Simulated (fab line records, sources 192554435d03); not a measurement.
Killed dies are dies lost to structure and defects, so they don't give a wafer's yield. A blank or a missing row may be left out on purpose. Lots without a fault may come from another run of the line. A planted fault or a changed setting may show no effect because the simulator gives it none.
Split-lot experiment | flow n5_finfet | 7 lots, 17 wafers read, on a route of 1938 steps

THE SPLIT
At N5_BEOL_M2_SPUTTER_88 (material Cu, target thk 4.5 nm, time 8.29 s), the setting time_s was moved away from the recipe's 8.29 s on 3 of the 17 wafers read, by -7.8% to +7.3%. The other wafers ran this setting at the recipe's value.

The reading is taken at the split's own step.

THE READING
Cu_of_BEOL_M2_SPUTTER_88.thk_nm (the simulator's own value, which no gauge read), in nm, at N5_BEOL_M2_SPUTTER_88 (material Cu, target thk 4.5 nm, time 8.29 s). The file gives no usual value for it. The 14 wafers here that ran the recipe average 4.5 nm, standard deviation 0.12 nm.

wafer  | tool, chamber at the split | time_s as run, s | against the recipe | Cu_of_BEOL_M2_SPUTTER_88.thk_nm, nm | against lot-mates on the recipe
L079.1 | pvd_sputter-01, -          | 8.29             | recipe             | 4.4                                 | -
L079.2 | pvd_sputter-01, -          | 8.29             | recipe             | 4.4                                 | -
L079.5 | pvd_sputter-01, -          | 8.29             | recipe             | 4.6                                 | -
L090.1 | pvd_sputter-03, -          | 8.29             | recipe             | 4.6                                 | -
L090.5 | pvd_sputter-03, -          | 8.29             | recipe             | 4.6                                 | -
L090.3 | pvd_sputter-03, -          | 8.892            | +7.3%              | 5.2                                 | +0.6
L088.2 | pvd_sputter-01, -          | 8.29             | recipe             | 4.2                                 | -
L088.4 | pvd_sputter-01, -          | 8.29             | recipe             | 4.4                                 | -
L094.1 | pvd_sputter-03, -          | 7.826            | -5.6%              | 4.2                                 | -0.4
L094.6 | pvd_sputter-03, -          | 8.29             | recipe             | 4.6                                 | -
L096.1 | pvd_sputter-03, -          | 8.29             | recipe             | 4.6                                 | -
L096.3 | pvd_sputter-03, -          | 8.29             | recipe             | 4.4                                 | -
L092.1 | pvd_sputter-02, -          | 7.647            | -7.8%              | 4                                   | -0.4
L092.2 | pvd_sputter-02, -          | 8.29             | recipe             | 4.4                                 | -
L095.1 | pvd_sputter-02, -          | 8.29             | recipe             | 4.6                                 | -
L095.6 | pvd_sputter-02, -          | 8.29             | recipe             | 4.6                                 | -
L095.2 | pvd_sputter-02, -          | 8.29             | recipe             | 4.4                                 | -

THE FIT
A straight line over all 17 wafers: Cu_of_BEOL_M2_SPUTTER_88.thk_nm changes by +0.0742 nm for each +1% of time_s; r = +0.86; the points scatter about the line by 0.13 nm.
The same after taking each lot's own level away (the mean of its wafers on the recipe; 17 wafers): +0.0678 nm for each +1%; r = +0.92; scatter 0.089 nm.
On that fit, the largest move of time_s shifts the reading by 0.53 nm.
The lots' own levels span 4.30 to 4.60 nm, that is 2.4 times the standard deviation above.
So the lot-to-lot level changes the slope little: the two slopes agree.
Check: with one of the wafers moved furthest among these (-7.8%) left out of the fit, the line predicts -0.604 nm for it against its lot-mates. It came out at -0.4 nm against them.

OTHER SPLITS ON THESE WAFERS
These wafers also went through other splits before the reading. Each is held against what the fit with the lots' levels taken away leaves over:
other split on the same wafers    | wafers away from the commonest value | r with Cu_of_BEOL_M2_SPUTTER_88.thk_nm (lot level and that fit taken away)
N5_BEOL_M0_SAQP_EXPOSE_37 dose_mj | 6                                    | -0.27
N5_BEOL_M1_ILD_DEP_00 time_s      | 4                                    | -0.25
N5_BEOL_M1_COAT_61 spin_rpm       | 4                                    | -0.05
N5_BEOL_M1_EXPOSE_25 dose_mj      | 8                                    | +0.08
N5_BEOL_M1_ETCH_70 time_s         | 8                                    | -0.27
N5_BEOL_M2_DESCUM_33 time_s       | 6                                    | +0.07
N5_BEOL_M2_ALD_98 ald_cycles      | 4                                    | +0.01

THE FILE'S OWN FIT
Cu_of_BEOL_M2_SPUTTER_88.thk_nm changes by +0.0689 nm for each +1% of time_s, r = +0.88.
